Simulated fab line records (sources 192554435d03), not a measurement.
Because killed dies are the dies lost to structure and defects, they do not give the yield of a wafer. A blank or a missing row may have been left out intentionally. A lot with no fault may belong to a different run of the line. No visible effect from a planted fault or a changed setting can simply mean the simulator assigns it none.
Matching of chambers | flow n5Finfet | 3 sister chambers for N5_BEOL_M11_ILD_DEP_00 on pecvd-02
The step deposits SiCOH lowk from DEMS/porogen, target thk 308.51 nm, time 58 s. 6 wafers are shown with their chamber, then 12 later ones without.

WAFERS PAIRED WITH THEIR CHAMBERS
wafer  | chamber | throttleValvePct (%) | heaterPowerW (W)
L083.6 | 0       | 13.9                 | 337
L084.2 | 2       | 12.8                 | 226
L084.4 | 0       | 13.8                 | 298
L090.3 | 1       | 14.0                 | 381
L090.4 | 2       | 13.0                 | 225
L090.5 | 1       | 14.0                 | 397

WAFERS WHOSE CHAMBER IS MISSING
wafer  | throttleValvePct (%) | heaterPowerW (W)
L091.2 | 12.6                 | 237
L091.4 | 13.9                 | 348
L091.6 | 12.8                 | 236
L096.3 | 14.0                 | 393
L096.4 | 13.1                 | 230
L096.5 | 14.1                 | 328
L095.2 | 12.9                 | 249
L095.3 | 13.8                 | 390
L095.4 | 13.6                 | 308
L097.2 | 13.9                 | 384
L097.3 | 13.8                 | 282
L097.4 | 14.0                 | 395

WHICH CHAMBER EACH WENT THROUGH
wafer  | from the rows above     | in truth
L091.2 | 2                       | 2
L091.4 | can't be placed: 0 or 1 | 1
L091.6 | 2                       | 2
L096.3 | 1                       | 1
L096.4 | 2                       | 2
L096.5 | can't be placed: 0 or 1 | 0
L095.2 | 2                       | 2
L095.3 | 1                       | 1
L095.4 | 0                       | 0
L097.2 | 1                       | 1
L097.3 | 0                       | 0
L097.4 | 1                       | 1
Placed correctly: 10 of 12. Can't be placed from these rows: 2 (the true chamber is among the candidates in 2). 0 placed wrongly.
How it was worked out, from the rows above alone: a wafer's distance from a chamber is the root of the sum, over the readings, of the square of ((its reading less the chamber's mean) divided by the reading's scatter). The wafer belongs to the nearest chamber; if the next one is less than 2 further off, it can't be placed. For every chamber, the mean is computed from those of its wafers that are shown. The scatter: the root of (the sum of the squares of (reading less its chamber's mean) over the shown wafers, divided by (wafers less chambers)).
